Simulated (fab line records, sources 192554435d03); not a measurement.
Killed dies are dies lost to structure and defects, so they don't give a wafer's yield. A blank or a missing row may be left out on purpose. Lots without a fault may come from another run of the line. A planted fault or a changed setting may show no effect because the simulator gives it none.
Chamber matching | flow n5_finfet | N5_SDB_HM_OPEN_20 on rie_diel-02: 4 sister chambers
The step chemistry CH3F/O2, target SiNx, stops on poly-Si, target depth 24 nm. 16 wafers are shown with their chamber, then 8 later ones without.

WAFERS WITH THEIR CHAMBER
wafer  | chamber | showerhead_plenum_p_Torr (Torr) | throttle_valve_pct (%) | drypump_motor_current_A (A)
L081.3 | 1       | 2.01                            | 16.13                  | 6.1
L081.5 | 0       | 1.94                            | 16.32                  | 5.6
L081.6 | 3       | 2.02                            | 16.23                  | 6.1
L082.1 | 3       | 2.02                            | 16.23                  | 6.1
L082.3 | 0       | 1.94                            | 16.31                  | 5.6
L082.5 | 3       | 2.02                            | 16.21                  | 6.1
L085.1 | 0       | 1.94                            | 16.33                  | 5.6
L085.2 | 1       | 2.00                            | 16.15                  | 6.1
L085.3 | 2       | 2.00                            | 16.73                  | 5.9
L087.2 | 2       | 2.00                            | 16.76                  | 5.9
L087.3 | 3       | 2.02                            | 16.25                  | 6.1
L087.6 | 0       | 1.94                            | 16.33                  | 5.6
L089.2 | 1       | 2.00                            | 16.18                  | 6.1
L089.3 | 0       | 1.93                            | 16.33                  | 5.6
L089.6 | 3       | 2.02                            | 16.25                  | 6.0
L092.3 | 2       | 2.00                            | 16.79                  | 6.0

SIGNATURES (means of the wafers above)
reading                  | chamber 0 | chamber 1 | chamber 2 | chamber 3 | scatter within a chamber
showerhead_plenum_p_Torr | 1.9380    | 2.0033    | 2.0000    | 2.0200    | 0.0035
throttle_valve_pct       | 16.3240   | 16.1533   | 16.7600   | 16.2340   | 0.0194
drypump_motor_current_A  | 5.600     | 6.100     | 5.933     | 6.080     | 0.035
Rule: a wafer's distance from a chamber is the root of the sum, over the readings, of the square of ((its reading less the chamber's mean) divided by the reading's scatter). The wafer belongs to the nearest chamber; if the next one is less than 2 further off, it can't be placed. The scatter: the root of (the sum of the squares of (reading less its chamber's mean) over the shown wafers, divided by (wafers less chambers)).

WAFERS WITHOUT THEIR CHAMBER
wafer  | showerhead_plenum_p_Torr (Torr) | throttle_valve_pct (%) | drypump_motor_current_A (A)
L092.4 | 1.93                            | 16.35                  | 5.7
L092.6 | 2.00                            | 16.77                  | 6.0
L096.1 | 2.00                            | 16.20                  | 6.1
L096.2 | 1.93                            | 16.34                  | 5.6
L096.3 | 2.01                            | 16.28                  | 6.1
L097.1 | 2.01                            | 16.26                  | 6.0
L097.2 | 2.00                            | 16.20                  | 6.1
L097.4 | 1.93                            | 16.39                  | 5.6

WHICH CHAMBER EACH WENT THROUGH
wafer  | from the rows above | in truth
L092.4 | 0                   | 0
L092.6 | 2                   | 2
L096.1 | 1                   | 1
L096.2 | 0                   | 0
L096.3 | 3                   | 3
L097.1 | 3                   | 3
L097.2 | 1                   | 1
L097.4 | 0                   | 0
Placed correctly: 8 of 8. Can't be placed from these rows: 0. Placed wrongly: 0.
